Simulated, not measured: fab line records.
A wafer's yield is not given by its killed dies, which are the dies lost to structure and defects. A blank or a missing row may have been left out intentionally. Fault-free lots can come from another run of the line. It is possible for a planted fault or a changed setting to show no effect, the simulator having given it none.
fab line records | flow n5-finfet
[record] lots = 7 wafers = 21
route steps=1938 shown BEOL_M14@1744 BEOL_M15@1820 MIM_BOT_LITHO@1858 PASSIVATION@1915
start-h: the number of hours between the record's first day and the start of the first shown wafer of the lot | wait-h: hours elapsed since this lot's preceding step | " the same as in the row above | L1.1+2: a single row standing in for several wafers | - value missing, or start not given | * or withheld: withheld | < > ~ a bound
route shown NAME@n: a module of which the file shows steps, and the number in the route of the first | usual: average and standard deviation across the fault-free wafers | same: alike in all rows | chamber/n: place in a boat | sites: the reading at each site | _std_site: standard deviation of those values | _edge_site: inner sites' mean taken away from outer sites' mean | radius-mm: how far each site lies from the wafer's centre | mask NAME#n: copy n | behind: the last tool/chamber to shape the wafer | hold: reason for holding the lot/hours on hold/outcome of the hold | device: which transistor (n, p or np) failed to switch | end of line: the same wafers' tests at the end of the route | a step given without rows: its recipe and nothing more | killed: count of dies lost to structure and defects at first sort (not the wafer's yield) | map: shows each die of a wafer: x if killed, . if not, _ if none is there
set.NAME: the run value of the setting; set.NAME@STEP: its run value at that earlier step | model.NAME: the simulator's own value behind a step, which no gauge read
lots run with intentionally changed settings; tables by step, rows by wafer
[[steps]]
[step N5_BEOL_M14_DEVELOP_27]
[recipe] develop-time-s = 45 rinse-liquid = diw dry = air-spin dev-temp-c = 21
// columns lot.wafer tool chamber start-h wait-h set.develop-time-s
L076.1+6 litho-track-04 0 - - 52.87
L076.5 " 0 " " 45
L078.1 litho-track-02 0 - - 49.59
L078.2+4 " 0 " " 45
L080.1 litho-track-05 0 - - 55.06
L080.2+5 " 0 " " 45
L084.2+3+6 litho-track-04 0 - - 45
L090.1 litho-track-05 0 - - 49.32
L090.3+5 " 0 " " 45
L093.1+3 litho-track-02 0 - - 45
L093.4 " 0 " " 50.87
L095.1+3 litho-track-04 0 - - 45
L095.6 " 0 " " 49.17
[step N5_BEOL_M14_HARDBAKE_32]
[recipe] temp-c = 130 time-s = 120
[step N5_BEOL_M14_CD_MEAS_28]
[recipe] target-cd-nm = 284.4 landing-energy-ev = 500 detector = se-inlens
[usual] cd-nm = 285.1/2.2
// columns lot.wafer tool chamber start-h wait-h set.peb-temp-c@BEOL_M14_PEB_26 cd-nm
L076.1 cd-sem-03 0 256.70 - 130 283.1
L076.5 " 0 " " 128.2 274.1
L076.6 " 0 " " 128.2 276.3
L078.1 cd-sem-03 0 274.21 - 130 282.7
L078.2 " 0 " " 133.6 300.1
L078.4 " 0 " " 130 286.6
L080.1 cd-sem-01 0 277.91 - 128.4 281.4
L080.2 " 0 " " 130 286.8
L080.5 " 0 " " 128.4 279.0
L084.2 cd-sem-02 0 306.86 - 130 282.3
L084.3 " 0 " " 130 283.3
L084.6 " 0 " " 130 282.4
L090.1 cd-sem-03 0 350.15 - 130 287.2
L090.3 " 0 " " 130 287.9
L090.5 " 0 " " 131.5 294.1
L093.1 cd-sem-01 0 363.09 - 130 287.2
L093.3 " 0 " " 128.5 278.4
L093.4 " 0 " " 130 289.5
L095.1 cd-sem-03 0 364.96 - 133.7 298.5
L095.3 " 0 " " 130 284.4
L095.6 " 0 " " 133.7 299.0
[step N5_BEOL_M14_DESCUM_33]
[recipe] chemistry = O2 time-s = 7.9 source-power-w = 50 bias-power-w = 20 pressure-mtorr = 20 rf-frequency-hz = 2.712e+07 temp-c = 40 o2-flow-sccm = 225
// columns lot.wafer tool chamber start-h wait-h set.peb-temp-c@BEOL_M14_PEB_26 model.BEOL_M14.cd-nm
L076.1 rie-diel-06 0 257.34 0.6 130 282.8
L076.5 " 3 " " 128.2 274.2
L076.6 " 2 " " 128.2 276.4
L078.1 rie-diel-03 2 274.30 0.0 130 283
L078.2 " 0 " " 133.6 300.2
L078.4 " 2 " " 130 286.4
L080.1 rie-diel-03 0 278.42 0.3 128.4 281.4
L080.2 " 2 " " 130 286.8
L080.5 " 2 " " 128.4 279.2
L084.2 rie-diel-05 2 306.95 0.0 130 282.4
L084.3 " 0 " " 130 283.6
L084.6 " 2 " " 130 282.6
L090.1 rie-diel-03 2 350.34 0.1 130 287.4
L090.3 " 0 " " 130 287.8
L090.5 " 0 " " 131.5 293.8
L093.1 rie-diel-05 0 363.18 0.0 130 287
L093.3 " 1 " " 128.5 278.8
L093.4 " 3 " " 130 289.8
L095.1+6 rie-diel-03 2 365.19 0.2 133.7 298.8
L095.3 " 0 " " 130 284.8
[step N5_BEOL_M14_ETCH_67]
[recipe] chemistry = CF4 target = SiARC target-depth-a = 1430 time-s = 238.3 ion-energy-ev = 80 pressure-mtorr = 40 source-w = 545 bias-w = 36 Ar_flow_sccm = 100 cf4-flow-sccm = 100 ends = cleared
// columns lot.wafer tool chamber start-h wait-h set.peb-temp-c@BEOL_M14_PEB_26 model.BEOL_M14.cd-nm
L076.1 rie-diel-06 0 257.38 0.0 130 278.4
L076.5 " 3 " " 128.2 270
L076.6 " 2 " " 128.2 271.8
L078.1 rie-diel-03 2 274.33 0.0 130 278.2
L078.2 " 0 " " 133.6 296.4
L078.4 " 2 " " 130 281.2
L080.1 rie-diel-03 0 278.45 0.0 128.4 277.2
L080.2 " 2 " " 130 282
L080.5 " 2 " " 128.4 274
L084.2+6 rie-diel-05 2 306.98 0.0 130 278
L084.3 " 0 " " 130 280.2
L090.1 rie-diel-03 2 350.37 0.0 130 283.4
L090.3 " 0 " " 130 284.8
L090.5 " 0 " " 131.5 290.4
L093.1 rie-diel-05 0 363.22 0.0 130 284
L093.3 " 1 " " 128.5 275.2
L093.4 " 3 " " 130 284.2
L095.1 rie-diel-03 2 365.22 0.0 133.7 294.4
L095.3 " 0 " " 130 281.6
L095.6 " 2 " " 133.7 294.2
[step N5_BEOL_M14_ETCH_68]
[recipe] chemistry = N2/H2 target = SOC mask-material = SiARC source-w = 3000 bias-w = 350 temp-c = 40 time-s = 450 ion-energy-ev = 200 pressure-mtorr = 30 n2-flow-sccm = 200 h2-flow-sccm = 200
// columns lot.wafer tool chamber start-h wait-h set.peb-temp-c@BEOL_M14_PEB_26 model.BEOL_M14.cd-nm
L076.1 rie-diel-06 0 257.52 0.1 130 276.6
L076.5 " 3 " " 128.2 269
L076.6 " 2 " " 128.2 271.6
L078.1 rie-diel-03 2 274.48 0.1 130 279.4
L078.2 " 0 " " 133.6 297.2
L078.4 " 2 " " 130 282.4
L080.1 rie-diel-03 0 278.60 0.1 128.4 278.6
L080.2 " 2 " " 130 284
L080.5 " 2 " " 128.4 275.4
L084.2 rie-diel-05 2 307.13 0.1 130 275.6
L084.3 " 0 " " 130 280.4
L084.6 " 2 " " 130 276.6
L090.1 rie-diel-03 2 350.52 0.1 130 280.6
L090.3 " 0 " " 130 283.4
L090.5 " 0 " " 131.5 289.4
L093.1 rie-diel-05 0 363.36 0.1 130 283.2
L093.3 " 1 " " 128.5 273.4
L093.4 " 3 " " 130 282
L095.1 rie-diel-03 2 365.37 0.1 133.7 293.4
L095.3 " 0 " " 130 283.6
L095.6 " 2 " " 133.7 294.6
[step N5_BEOL_M15_SPUTTER_44]
[recipe] material = Ta target-thk-a = 150 temp-c = 50 bias-v = 80 power-w = 15000 chamber-pressure-pa = 0.07 time-s = 24.19
// columns lot.wafer tool chamber start-h wait-h set.power-w model.Ta_of_BEOL_M15_SPUTTER_44.thk-nm
L076.1 pvd-sputter-03 - 266.48 0.0 13280 13.4
L076.5 " - " " 15000 15.2
L076.6 " - " " 13280 13.2
L078.1+2 pvd-sputter-01 - 286.54 0.0 13720 14
L078.4 " - " " 15000 15.2
L080.1+5 pvd-sputter-03 - 287.32 0.0 15000 14.8
L080.2 " - " " 15000 15
L084.2+3 pvd-sputter-01 - 315.31 0.0 15000 15
L084.6 " - " " 15000 15.2
L090.1+5 pvd-sputter-01 - 356.53 0.0 14130 14.2
L090.3 " - " " 15000 15.2
L093.1 pvd-sputter-03 - 372.89 0.0 15000 14.8
L093.3 " - " " 16460 16.2
L093.4 " - " " 15000 14.6
L095.1 pvd-sputter-01 - 373.24 0.0 15000 15.4
L095.3+6 " - " " 15000 15.2
[step N5_BEOL_M15_DEP_53]
[recipe] material = SiCN target-thk-a = 500 temp-c = withheld precursor = 3MS/NH3 pressure-torr = 3 rf-w = 675 time-s = 17.8
// columns lot.wafer tool chamber start-h wait-h set.time-s model.SiCN_of_BEOL_M15_DEP_53.thk-nm
L076.1 pecvd-03 2 267.57 0.0 19.44 54.8
L076.5 " 1 " " 19.44 54.6
L076.6 " 2 " " 17.8 51.2
L078.1 pecvd-03 2 287.78 0.0 18.68 52.6
L078.2 " 0 " " 17.8 48.4
L078.4 " 2 " " 17.8 51.2
L080.1 pecvd-02 0 288.41 0.0 17.8 50.2
L080.2 " 1 " " 15.82 44
L080.5 " 1 " " 15.82 44.8
L084.2 pecvd-02 1 316.59 0.0 17.8 48.8
L084.3+6 " 0 " " 17.8 50.4
L090.1 pecvd-04 0 357.62 0.0 16.38 45.8
L090.3 " 1 " " 16.38 46.4
L090.5 " 0 " " 17.8 50.4
L093.1 pecvd-02 1 373.99 0.0 17.8 50
L093.3 " 0 " " 16.7 46.4
L093.4 " 1 " " 16.7 47.2
L095.1+6 pecvd-03 2 374.42 0.0 17.8 50
L095.3 " 0 " " 17.8 48.2
[step N5_MIM_BOT_LITHO_EXPOSE_05]
[recipe] mask-id = MIM_BOT na = 0.55 source-shape = conventional sigma-outer = 0.8 polarization = unpolarized dose-mj = 24.25
// columns lot.wafer tool chamber start-h wait-h mask set.dose-mj
L076.1+5+6 krf-scanner-02 0 272.10 - MIM_BOT#0 24.25
L078.1 krf-scanner-01 0 291.73 - MIM_BOT#0 24.25
L078.2+4 " 0 " " MIM_BOT#0 25.37
L080.1+2 krf-scanner-01 0 294.11 - MIM_BOT#0 24.25
L080.5 " 0 " " MIM_BOT#0 25.89
L084.2+3+6 krf-scanner-02 0 320.76 - MIM_BOT#0 24.25
L090.1+5 krf-scanner-01 0 361.09 - MIM_BOT#0 24.25
L090.3 " 0 " " MIM_BOT#0 25.51
L093.1+3+4 krf-scanner-02 0 379.45 - MIM_BOT#0 24.25
L095.1+6 krf-scanner-02 0 380.37 - MIM_BOT#0 23.13
L095.3 " 0 " " MIM_BOT#0 24.25
[step N5_MIM_BOT_LITHO_PEB_06]
[recipe] peb-temp-c = withheld peb-time-s = *
[step N5_MIM_BOT_LITHO_DEVELOP_07]
[recipe] develop-time-s = 60 rinse-liquid = diw dry = air-spin dev-temp-c = 21
[step N5_MIM_BOT_LITHO_HARDBAKE_09]
[recipe] temp-c = 130 time-s = 120
[step N5_MIM_BOT_LITHO_CD_MEAS_08]
[recipe] target-cd-nm = 3000 landing-energy-ev = 500 detector = se-inlens polarity = opening
[usual] cd-nm = 2998.2/2.5
// columns lot.wafer tool chamber start-h wait-h set.dose-mj@MIM_BOT_LITHO_EXPOSE_05 cd-nm
L076.1 cd-sem-01 0 272.28 - 24.25 2995.3
L076.5 " 0 " " 24.25 2998.6
L076.6 " 0 " " 24.25 2996.4
L078.1 cd-sem-02 0 291.91 - 24.25 2997.6
L078.2 " 0 " " 25.37 3009.5
L078.4 " 0 " " 25.37 3002.1
L080.1 cd-sem-02 0 294.28 - 24.25 3000.5
L080.2 " 0 " " 24.25 2997.5
L080.5 " 0 " " 25.89 3009.9
L084.2 cd-sem-01 0 320.93 - 24.25 2998.4
L084.3 " 0 " " 24.25 2996.3
L084.6 " 0 " " 24.25 2997.6
L090.1 cd-sem-02 0 361.27 - 24.25 2996.9
L090.3 " 0 " " 25.51 3006.4
L090.5 " 0 " " 24.25 2997.0
L093.1 cd-sem-03 0 379.62 - 24.25 2997.3
L093.3 " 0 " " 24.25 3002.0
L093.4 " 0 " " 24.25 3001.4
L095.1 cd-sem-03 0 380.54 - 23.13 2987.9
L095.3 " 0 " " 24.25 2998.1
L095.6 " 0 " " 23.13 2988.3
[step N5_PASSIVATION_PECVD_53]
[recipe] material = SiO2 target-thk-a = 8000 temp-c = 400 precursor = TEOS/O2 pressure-torr = 6.5 rf-w = withheld teos-flow-sccm = withheld gas = O2 flow-sccm = 2650 time-s = 169.4
// columns lot.wafer tool chamber start-h wait-h set.temp-c model.SiO2_of_PASSIVATION_PECVD_53.thk-nm
L076.1 pecvd-03 0 279.87 0.0 417.7 707.6
L076.5 " 2 " " 417.7 720.8
L076.6 " 0 " " 400 797.4
L078.1 pecvd-03 1 297.54 0.0 416.4 695.6
L078.2 " 2 " " 416.4 718
L078.4 " 1 " " 400 799.8
L080.1 pecvd-02 1 299.29 0.0 406.2 775.2
L080.2 " 2 " " 400 801.8
L080.5 " 2 " " 400 809.6
L084.2 pecvd-03 1 326.97 0.0 400 802.4
L084.3 " 1 " " 400 808.2
L084.6 " 1 " " 400 805.2
L090.1 pecvd-03 1 368.45 0.0 400 802.6
L090.3 " 0 " " 400 797.6
L090.5 " 0 " " 400 819.8
L093.1 pecvd-04 2 385.97 0.0 400 770.6
L093.3 " 0 " " 400 798.2
L093.4 " 2 " " 400 788.8
L095.1 pecvd-03 2 386.20 0.0 400 813.4
L095.3 " 1 " " 400 809.6
L095.6 " 2 " " 400 820.8
[[key]]
[split] step = N5_BEOL_M14_DEVELOP_27 setting = develop-time-s stated = 45 by = wafer
response none clear
[split] step = N5_BEOL_M15_SPUTTER_44 setting = power-w stated = 15000 by = wafer
[response] step = N5_BEOL_M15_SPUTTER_44 reading = model.Ta_of_BEOL_M15_SPUTTER_44.thk-nm change = +0.158 per = 1% r = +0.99
[split] step = N5_BEOL_M15_DEP_53 setting = time-s stated = 17.8 by = wafer
[response] step = N5_BEOL_M15_DEP_53 reading = model.SiCN_of_BEOL_M15_DEP_53.thk-nm change = +0.492 per = 1% r = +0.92
[split] step = N5_MIM_BOT_LITHO_EXPOSE_05 setting = dose-mj stated = 24.25 by = wafer
[response] step = N5_MIM_BOT_LITHO_CD_MEAS_08 reading = cd-nm change = +1.79 per = 1% r = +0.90
[split] step = N5_PASSIVATION_PECVD_53 setting = temp-c stated = 400 by = wafer
[response] step = N5_PASSIVATION_PECVD_53 reading = model.SiO2_of_PASSIVATION_PECVD_53.thk-nm change = -20.5 per = 1% r = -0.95
split outside-this-file step=N5_BEOL_M14_PEB_26 setting=peb-temp-c
// split outside-this-file: this setting was split too, and the file shows its column; the key of that split is in another file
